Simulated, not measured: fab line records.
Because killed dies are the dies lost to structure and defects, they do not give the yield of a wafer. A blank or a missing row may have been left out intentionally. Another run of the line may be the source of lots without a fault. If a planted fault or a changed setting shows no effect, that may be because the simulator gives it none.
fab line records	flow n5Finfet
[record] lots = 5	wafers = 13	lastDay = 15
route steps=1938 shown BEOL_M9@1437 BEOL_M10@1470 BEOL_M15@1830
lots that met no fault: from a run of the same line without faults
startH: the number of hours between the record's first day and the start of the first shown wafer of the lot	waitH: hours since the lot's step before	" identical to the entry in the row above	L1.1+2: a single row standing in for several wafers	- either no value or no given start	* or withheld: withheld	< > ~ a bound
route shown NAME@n: NAME is a module with steps in the file, n the number in the route of the first one	usual: mean/standard deviation of fault-free wafers	same: alike in all rows	chamber/n: place in a boat	sites: each site's reading	_std_site: how widely they spread, as a standard deviation	_edge_site: inner sites' mean taken away from outer sites' mean	radiusMm: how far each site lies from the wafer's centre	mask NAME#n: copy n	behind: the last tool/chamber to shape the wafer	hold: what put the lot on hold/how long, in hours/how the hold closed	device: names the non-switching transistor (n, p or np)	end of line: at the end of the route, the tests of the same wafers	a step given without rows: its recipe and nothing more	killed: count of dies lost to structure and defects at first sort (not the wafer's yield)	map: dies across one wafer; x = killed, . = not, _ = none there
set.NAME: the setting as run; set.NAME@STEP: as run at that earlier step	model.NAME: the simulator's own value behind a step, which no gauge read
lots seen at some steps along the route; tables by step, rows by wafer
services: from which hour (startH, from the record's first day; less than 0 if before it) a tool's chamber was out of use, for how many hours, and why
[[steps]]
[step N5_BEOL_M9_DESCUM_33]
[recipe] chemistry = O2	timeS = 7	sourcePowerW = 50	biasPowerW = 20	pressureMtorr = 20	rfFrequencyHz = 2.712e+07	tempC = 40	resist = CAR-EUV	o2FlowSccm = 225
[step N5_BEOL_M9_ETCH_76]
[recipe] chemistry = N2/H2	target = underlayer	targetDepthA = 65	maskMaterial = CAR-EUV	timeS = 5.2	ionEnergyEv = 200	pressureMtorr = 30	sourceW = 840	biasW = 150	n2FlowSccm = 200	h2FlowSccm = 200	ends = cleared
[step N5_BEOL_M9_ETCH_65]
[recipe] chemistry = CF4	target = SiARC	targetDepthA = 156	maskMaterial = CAR-EUV	timeS = 26	ionEnergyEv = 80	pressureMtorr = 40	sourceW = 545	biasW = 36	Ar_flow_sccm = 100	cf4FlowSccm = 100	ends = cleared
[step N5_BEOL_M9_ETCH_66]
[recipe] chemistry = N2/H2	target = SOC	targetDepthA = 800	overetchA = 160	maskMaterial = SiARC	tempC = 40	timeS = 120	ionEnergyEv = 200	pressureMtorr = 30	sourceW = 840	biasW = 150	n2FlowSccm = 200	h2FlowSccm = 200
[step N5_BEOL_M9_STRIP_69]
[recipe] chemistry = N2/H2	tempC = 40	n2FlowSccm = 200	h2FlowSccm = 200	rfFrequencyHz = 6e+07
[step N5_BEOL_M9_STRIP_77]
[recipe] chemistry = N2/H2	tempC = 40	n2FlowSccm = 200	h2FlowSccm = 200	rfFrequencyHz = 6e+07
[step N5_BEOL_M9_VIA_ETCH_34]
[recipe] chemistry = C4F6/O2	target = SiCOH_lowk	targetDepthA = 1824	maskMaterial = SOC	taperDeg = 4	timeS = 68.4	ionEnergyEv = 250	pressureMtorr = 30	sourceW = 345	biasW = 185	Ar_flow_sccm = 300	C4F6_flow_sccm = 10	O2_flow_sccm = 10
[step N5_BEOL_M9_STRIP_73]
[recipe] chemistry = C4F6/O2	resist = SiARC	rfFrequencyHz = 6e+07
[step N5_BEOL_M9_STRIP_36]
[recipe] chemistry = N2/H2	powerW = 450	tempC = 40	pressureMtorr = 20	rfFrequencyHz = 6e+07	overashFraction = 0.3	biasPowerW = 7	h2Frac = 0.5	n2FlowSccm = 200	h2FlowSccm = 200
[step N5_BEOL_M9_TRENCH_ETCH_37]
[recipe] chemistry = C4F6/O2	targetDepthA = 1514.3	target = SiCOH_lowk	timeS = 49	ionEnergyEv = 250	pressureMtorr = 30	sourceW = 345	biasW = 185	Ar_flow_sccm = 300	C4F6_flow_sccm = 10	O2_flow_sccm = 10
[usual] O2_flow_sccm = 9.998/0.028	drypumpMotorCurrentA = 5.8/0.45	oesProductAu = 0.81/0.1	rfVppV = 667/12	runLengthS = 72.5/0.4	showerheadPlenumPTorr = 2.86/0.1	throttleValvePct = 21.00/0.2	timeS = 49/0
lot.wafer	tool	chamber	startH	waitH	O2_flow_sccm	drypumpMotorCurrentA	oesProductAu	rfHoursCounterH	rfVppV	runLengthS	showerheadPlenumPTorr	throttleValvePct	timeS	model.etch.depthNm	model.BEOL_M9.featureDepthNm	model.TiN_of_BEOL_M9_HM_DEP_02.thkNm
L559.2	rieDiel-06	1	234.45	-	10.057	6.2	0.74	174	665	72.5	2.94	21.22	49	153.1	153	15.4
L559.3	"	3	"	"	10.013	5.9	0.87	48	683	72.4	2.79	20.90	49	151.6	151.6	15.6
L559.6	"	3	"	"	9.977	5.9	0.87	-	682	72.4	2.79	20.91	49	151	151	15.8
L557.3	rieDiel-01	1	234.78	-	9.956	5.0	0.69	218	674	72.5	2.93	21.11	49	152.2	152.2	15.6
L557.5	"	3	"	"	10.016	5.9	0.96	-	665	72.9	2.78	20.84	49	157.4	157.4	15.8
L557.6	"	0	"	"	10.027	6.7	0.73	-	653	72.6	2.82	20.99	49	152.6	152.6	15.6
L563.4	rieDiel-06	3	269.82	-	9.985	5.9	0.86	61	682	60.8	2.78	20.94	34.3	105.4	105.4	16.8
L563.5	"	3	"	"	9.994	5.9	0.85	-	681	61.2	2.78	20.91	34.3	105.7	105.8	17
L563.6	"	0	"	"	10.013	5.4	0.95	-	668	61.2	3.05	21.07	34.3	109	109	17
L567.3	rieDiel-01	3	269.92	-	9.984	5.9	0.91	22	665	61.0	2.78	20.84	34.3	108.2	108.2	16.6
L567.5	"	0	"	"	10.001	6.7	0.71	-	655	61.2	2.82	21.01	34.3	105.8	105.8	16.8
L566.1	rieDiel-01	3	290.46	-	9.977	5.9	0.91	28	665	60.6	2.78	20.83	34.3	108.3	108.4	17
L566.3	"	0	"	"	9.973	6.7	0.71	243	655	61.1	2.82	21.03	34.3	107.3	107.2	17.2
[step N5_BEOL_M9_ETCH_41]
[recipe] chemistry = CH3F/O2	target = SiCN	targetDepthA = 366	taperDeg = 2	timeS = 70.1	ionEnergyEv = 120	maskMaterial = TiN	pressureMtorr = 30	sourceW = 395	biasW = 75	Ar_flow_sccm = 150	CH3F_flow_sccm = 30	O2_flow_sccm = 20
[step N5_BEOL_M9_STRIP_80]
[recipe] chemistry = N2/H2	timeS = 10	powerW = 450	tempC = 40	pressureMtorr = 20	rfFrequencyHz = 6e+07	biasPowerW = 7	n2FlowSccm = 200	h2FlowSccm = 200
[step N5_BEOL_M9_OCD_MEAS_38]
[usual] trenchDepthNm = 151/3.3
lot.wafer	tool	chamber	startH	waitH	trenchDepthNm
L559.2	ocd-02	-	234.62	-	153
L559.3	"	-	"	"	152
L559.6	"	-	"	"	151
L557.3	ocd-01	-	234.96	-	152
L557.5	"	-	"	"	158
L557.6	"	-	"	"	153
L563.4	ocd-02	-	270.00	-	105
L563.5	"	-	"	"	106
L563.6	"	-	"	"	109
L567.3	ocd-01	-	270.10	-	109
L567.5	"	-	"	"	106
L566.1	ocd-01	-	290.63	-	108
L566.3	"	-	"	"	107
[step N5_BEOL_M9_HM_STRIP_39]
[recipe] chemistry = peroxideTinStrip	material = TiN	targetDepthA = 250	tempC = 50	timeS = 158
[step N5_BEOL_M9_SRD_40]
[recipe] timeS = 30	tempC = 23	rinseLiquid = diw	dry = ipaMarangoni
[step N5_BEOL_M9_PRECLEAN_42]
[recipe] chemistry = residueRemover	timeS = 60	tempC = 40
[step N5_BEOL_M9_SRD_43]
[recipe] timeS = 30	tempC = 23	rinseLiquid = diw	dry = ipaMarangoni
[step N5_BEOL_M9_CURE_72]
[recipe] tempC = 370	timeS = 120	ambient = DMADMS/He	material = SiCOH_lowk
[step N5_BEOL_M9_DEGAS_44]
[recipe] ambient = vacuum	tempC = 250	timeS = 60
[step N5_BEOL_M9_PRE_CLEAN_45]
[recipe] gas = H2/He	timeS = 30	tempC = 250
[step N5_BEOL_M9_ALD_74]
[recipe] material = TaN	targetThkA = 20	tempC = 275	aldPrecursorFamily = PDMAT	aldCoReactant = NH3	pressureTorr = 3	carrierFlowSccm = 1500	pulseTimeS = 2	purgeTimeS = 3	coReactantPurgeTimeS = 2	coReactantPulseTimeS = 3	aldCycles = 40	precursorVesselTempC = 75	precursorVesselPressureTorr = 26.25	precursorVesselCarrierSccm = 1000
[step N5_BEOL_M9_SURFACE_TREAT_79]
[recipe] gas = Ar	timeS = *	ionEnergyEv = *	ionCurrentMaCm2 = 0.5	pressureMtorr = *	arFlowSccm = 30
[step N5_BEOL_M9_CVD_78]
[recipe] material = Co	targetThkA = 20	tempC = withheld	precursor = CCTBA/H2	pressureTorr = 30	timeS = 138.9
[step N5_BEOL_M9_SPUTTER_48]
[recipe] material = Cu	targetThkA = 120	tempC = -20	biasV = 60	powerW = 26000	chamberPressurePa = 0.13	timeS = 2
[step N5_BEOL_M9_ECD_50]
[recipe] material = Cu	targetThkA = 3180
[step N5_BEOL_M9_ANNEAL_51]
[recipe] tempC = 225	timeS = 90	ambient = N2
[step N5_BEOL_M9_CMP_52]
[recipe] stopOn = SiCOH_lowk	tOverpolishS = 7	downForcePsi = 1	platenRpm = 50	clearingPlatenDownForcePsi = 1.5	clearingPlatenRpm = 50	postCmpClean = cuAlkaline	targetThkNm = 140	clearingPlatenPadVelocityMS = 0.99484	padVelocityMS = 0.99484
[usual] motorCurrentA = 5.9/0.56	slurryFilterDpKPa = 13.50/0.12
lot.wafer	tool	chamber	startH	waitH	motorCurrentA	slurryFilterDpKPa	model.Cu_of_BEOL_M9_ECD_50.thkNm
L559.2	cmp-03	0	236.80	0.3	6.0	13.59	141.6
L559.3	"	1	"	"	5.2	13.61	142.6
L559.6	"	3	"	"	5.5	13.66	139.2
L557.3	cmp-04	1	236.85	0.2	6.6	13.52	140.4
L557.6	"	1	"	"	7.1	13.59	140.2
L557.5	"	2	"	"	5.8	13.62	144.4
L563.4	cmp-01	2	271.96	0.1	5.2	13.43	94
L563.6	"	2	"	"	5.2	13.56	99
L563.5	"	3	"	"	6.4	13.60	94
L567.3	cmp-04	0	272.27	0.2	5.8	13.19	98.4
L567.5	"	3	"	"	6.1	13.46	94
L566.1	cmp-01	2	293.10	0.3	5.5	13.49	99.2
L566.3	"	3	"	"	6.3	13.19	97.2
[step N5_BEOL_M9_THK_MEAS_53]
[recipe] thkMeasGauge = xrf	reads = Cu_of_BEOL_M9_ECD_50
[usual] M9_THK = 140/3.7
lot.wafer	tool	chamber	startH	waitH	M9_THK[nm]
L559.2	filmMetro-02	-	237.02	-	142
L559.3	"	-	"	"	143
L559.6	"	-	"	"	139
L557.3	filmMetro-02	-	237.15	-	139
L557.5	"	-	"	"	143
L557.6	"	-	"	"	139
L563.4	filmMetro-02	-	272.26	-	94
L563.5	"	-	"	"	94
L563.6	"	-	"	"	99
L567.3	filmMetro-01	-	272.53	-	98
L567.5	"	-	"	"	94
L566.1	filmMetro-02	-	293.32	-	99
L566.3	"	-	"	"	97
[step N5_BEOL_M9_PRE_CLEAN_55]
[recipe] gas = NH3	timeS = 15	tempC = withheld	rfPowerW = 300
[step N5_BEOL_M9_DEP_56]
[recipe] material = SiCN	targetThkA = 150	tempC = withheld	precursor = 3MS/NH3	pressureTorr = 3	rfW = 202	timeS = 26.5
[step N5_BEOL_M9_RS_MEAS_57]
[recipe] thkMeasGauge = four-point-probe	reads = Cu_of_BEOL_M9_ECD_50+Co_of_BEOL_M9_CVD_78+TaN_of_BEOL_M9_ALD_74
[usual] M9_RS = 0.151/0.0041
lot.wafer	tool	chamber	startH	waitH	M9_RS[ohm/sq]
L559.2	filmMetro-01	-	237.15	0.1	0.149
L559.3	"	-	"	"	0.147
L559.6	"	-	"	"	0.151
L557.3	filmMetro-02	-	237.29	0.1	0.150
L557.5	"	-	"	"	0.146
L557.6	"	-	"	"	0.151
L563.4	filmMetro-02	-	272.39	0.0	0.237
L563.5	"	-	"	"	0.236
L563.6	"	-	"	"	0.223
L567.3	filmMetro-02	-	272.66	0.1	0.224
L567.5	"	-	"	"	0.236
L566.1	filmMetro-02	-	293.46	0.1	0.222
L566.3	"	-	"	"	0.228
[step N5_BEOL_M10_ILD_DEP_00]
[recipe] material = SiCOH_lowk	targetThkA = 3085.1	tempC = 300	precursor = DEMS/porogen	pressureTorr = 5	rfW = 500	timeS = 58
[step N5_BEOL_M10_CURE_71]
[recipe] tempC = 385	timeS = 240	ambient = He/Ar	material = SiCOH_lowk
[step N5_BEOL_M10_PECVD_70]
[recipe] material = SiO2	targetThkA = 200	tempC = 400	precursor = TEOS/O2	pressureTorr = 5.5	rfW = 450	teosFlowSccm = 53.8	gas = O2	flowSccm = 3000	timeS = 22.7
[step N5_BEOL_M10_HM_DEP_02]
[recipe] material = TiN	targetThkA = 200	tempC = 25	chamberPressurePa = 0.49996
[step N5_BEOL_M10_COAT_59]
[recipe] resist = SOC	tempC = 250	timeS = 60	spinRpm = 1500	resistThkNm = 100
[step N5_BEOL_M15_RC_MEAS_101]
[usual] COMB_M10 = 1.45e-11/2.7e-12	COMB_M11 = 1.4e-11/3.1e-12	COMB_M12 = 6.6e-12/1.3e-12	COMB_M13 = 4.9e-12/1.2e-12	COMB_M14 = 3.9e-12/8e-13	COMB_M15 = 2.9e-12/7.2e-13	COMB_M5 = 3.5e-11/7.1e-12	COMB_M6 = 2.7e-11/5.5e-12	COMB_M7 = 2.5e-11/4.6e-12	COMB_M8 = 2.5e-11/5.2e-12	SERP_M10 = 3.05/0.082	SERP_M11 = 3.10/0.1	SERP_M12 = 0.626/0.014	SERP_M12_max_site = 0.638/0.015	SERP_M13 = 0.309/0.0058	SERP_M14 = 0.160/0.0044	SERP_M5 = 39.2/1.7	SERP_M6 = 14.1/0.61	SERP_M7 = 14.1/0.66	SERP_M8 = 13.8/0.5	SERP_M8_max_site = 14.3/0.57	SERP_M9 = 3.06/0.1	SERP_M9_max_site = 3.14/0.11
lot.wafer	tool	chamber	startH	waitH	COMB_M10[S/m]	COMB_M11[S/m]	COMB_M12[S/m]	COMB_M13[S/m]	COMB_M14[S/m]	COMB_M15[S/m]	COMB_M5[S/m]	COMB_M6[S/m]	COMB_M7[S/m]	COMB_M8[S/m]	SERP_M10[ohm/um]	SERP_M11[ohm/um]	SERP_M12[ohm/um]	SERP_M12_max_site[ohm/um]	SERP_M13[ohm/um]	SERP_M14[ohm/um]	SERP_M5[ohm/um]	SERP_M6[ohm/um]	SERP_M7[ohm/um]	SERP_M8[ohm/um]	SERP_M8_max_site[ohm/um]	SERP_M9[ohm/um]	SERP_M9_max_site[ohm/um]
L559.2	prober-02	0	276.78	0.2	9e-12	1.3e-11	6.2e-12	3.4e-12	2e-12	2.9e-12	3.6e-11	3.4e-11	1.8e-11	3.3e-11	3.11	3.11	0.616	0.626	0.321	0.163	36.6	13.4	14.5	14.3	15.1	2.99	3.04
L559.3	"	0	"	"	1.6e-11	9e-12	7.4e-12	6.6e-12	3.2e-12	2.5e-12	4.3e-11	2.3e-11	1.6e-11	4.1e-11	2.85	3.16	0.626	0.645	0.320	0.152	40.5	15.6	14.2	15.8	16.5	3.00	3.06
L559.6	"	0	"	"	1.53e-11	1.5e-11	6.4e-12	2.9e-12	3e-12	2.3e-12	4.4e-11	3.4e-11	2.7e-11	2.6e-11	3.06	3.15	0.619	0.635	0.311	0.163	39.4	14.2	13.6	14.1	14.8	3.06	3.10
L557.3	prober-02	0	278.62	0.3	1.07e-11	1.4e-11	6.4e-12	3.6e-12	3.3e-12	1.5e-12	4.5e-11	2.5e-11	2.5e-11	2.2e-11	3.00	3.19	0.618	0.631	0.309	0.153	40.5	14.3	14.7	13.7	14.4	3.07	3.09
L557.5	"	0	"	"	1.26e-11	1.3e-11	8.8e-12	2.7e-12	3.5e-12	2.5e-12	3.3e-11	3.2e-11	3.1e-11	2.6e-11	3.13	2.96	0.637	0.652	0.309	0.152	39.8	14.6	14.2	13.6	13.9	2.89	3.01
L557.6	"	0	"	"	1.28e-11	1.7e-11	5.1e-12	5.1e-12	2.7e-12	1.9e-12	3.9e-11	3.3e-11	2.2e-11	2.9e-11	3.01	3.26	0.627	0.632	0.313	0.161	38.2	13.3	14.1	13.3	14.1	3.02	3.09
L567.3	prober-02	0	319.12	0.3	9.8e-12	1.4e-11	5.6e-12	3.2e-12	3.3e-12	2.2e-12	4.2e-11	2.9e-11	2.4e-11	2.3e-11	3.06	3.28	0.611	0.621	0.318	0.160	38.0	15.6	13.9	13.5	14.5	4.51	4.67
L567.5	"	0	"	"	1.22e-11	8e-12	4.8e-12	4.1e-12	3.7e-12	2.5e-12	2.8e-11	3.1e-11	3.3e-11	2.1e-11	3.04	3.09	0.626	0.638	0.301	0.159	39.8	15.2	14.4	14.7	14.9	4.75	4.86
L563.4	prober-01	0	320.41	0.5	1.83e-11	1.2e-11	7.9e-12	5.7e-12	4.2e-12	3.5e-12	2.8e-11	3.1e-11	3.4e-11	2.8e-11	3.09	3.06	0.647	0.658	0.315	0.154	39.1	14.4	14.0	13.8	14.6	4.76	4.85
L563.5	"	0	"	"	1.28e-11	1.1e-11	7.2e-12	5.2e-12	3.2e-12	3.3e-12	4.2e-11	2.4e-11	3.6e-11	2e-11	3.01	3.14	0.662	0.682	0.316	0.156	38.9	15.0	14.3	14.7	15.2	4.85	4.97
L563.6	"	0	"	"	1.71e-11	1.5e-11	6.4e-12	5e-12	4.3e-12	3.4e-12	3.3e-11	3.6e-11	2.3e-11	2.9e-11	2.99	3.09	0.632	0.639	0.312	0.158	41.7	14.9	12.8	13.6	14.1	4.50	4.54
L566.1	prober-02	0	340.00	0.0	1.14e-11	1.1e-11	4.9e-12	4.4e-12	3.2e-12	2.4e-12	3.8e-11	2.7e-11	2.6e-11	2e-11	3.02	2.92	0.640	0.659	0.307	0.164	37.1	14.1	13.3	13.9	14.5	4.45	4.67
L566.3	"	0	"	"	1.34e-11	1.2e-11	6.4e-12	5.1e-12	3.7e-12	2.6e-12	3.3e-11	3.2e-11	2e-11	3.5e-11	3.20	2.88	0.637	0.654	0.308	0.159	39.7	14.5	13.1	14.1	14.7	4.66	4.77
// sites SERP_M9 radiusMm=0,75,75,75,75,140,140,140,140
L559.2 3.04 2.99 3.01 2.99 2.99 3.01 2.95 3.00 2.94
L557.3 3.09 3.07 3.09 3.08 3.07 2.93 2.91 3.01 2.88
L567.3 4.41 4.51 4.54 4.49 4.51 4.60 4.59 4.67 4.50
L563.4 4.85 4.74 4.84 4.76 4.83 4.64 4.81 4.74 4.76
L566.1 4.33 4.45 4.45 4.42 4.44 4.65 4.58 4.67 4.57
[[services]]
tool	chamber	startH	hours	kind
rieDiel-06	0	213.94	-	clean
rieDiel-06	0	213.94	-	consumableReplace:focusRing
rieDiel-06	0	213.94	-	consumableReplace:showerhead
rieDiel-06	0	213.94	17.7	scheduledDown
rieDiel-06	0	213.94	17.7	ventCycle
cmp-04	-	217.89	0.3	repair
rieDiel-06	2	231.70	-	clean
rieDiel-06	2	231.70	-	consumableReplace:focusRing
rieDiel-06	2	231.70	-	consumableReplace:showerhead
rieDiel-06	2	231.70	23.1	scheduledDown
rieDiel-06	2	231.70	23.1	ventCycle
cmp-03	-	240.64	1.4	repair
cmp-03	-	245.48	4.0	pm
cmp-03	-	288.19	1.0	repair
[[key]]
[firstSign] step = N5_BEOL_M9_TRENCH_ETCH_37	reading = timeS	direction = down	sigmas = 99+	usual = *	struck = *
[effect] step = N5_BEOL_M9_TRENCH_ETCH_37	reading = runLengthS	direction = down	sigmas = 29	usual = *	struck = *
[effect] step = N5_BEOL_M9_OCD_MEAS_38	reading = trenchDepthNm	direction = down	sigmas = 13	usual = 151	struck = 107
[effect] step = N5_BEOL_M9_THK_MEAS_53	reading = M9_THK	direction = down	sigmas = 12	usual = 140	struck = 96
[effect] step = N5_BEOL_M9_RS_MEAS_57	reading = M9_RS	direction = up	sigmas = 19	usual = 0.151	struck = 0.229
[effect] step = N5_BEOL_M15_RC_MEAS_101	reading = SERP_M9	direction = up	sigmas = 16	usual = 3.06	struck = 4.64
[modelEffect] step = N5_BEOL_M9_TRENCH_ETCH_37	value = etch.depthNm	without = 153	struck = 107.1
[modelEffect] step = N5_BEOL_M9_CMP_52	value = Cu_of_BEOL_M9_ECD_50.thkNm	without = 142.5	struck = 96.54
metAt N5_BEOL_M9_TRENCH_ETCH_37
struckWafers L563.4,L563.5,L563.6,L566.1,L566.3,L567.3,L567.5
sortLeftOut L563.4,L563.5,L563.6,L566.1,L566.3,L567.3,L567.5
onsetBetween 234.78 269.82
[fault] kind = recipeVersionSkew	tool = rieDiel-01,rieDiel-05,rieDiel-06	chamber = -	onsetH = 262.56	steps = N5_BEOL_M9_TRENCH_ETCH_37	wrongRecipe.timeS = *
// sortLeftOut: the simulated sort isn't trusted on such a fault, so these wafers' sort isn't shown, and their yield isn't known
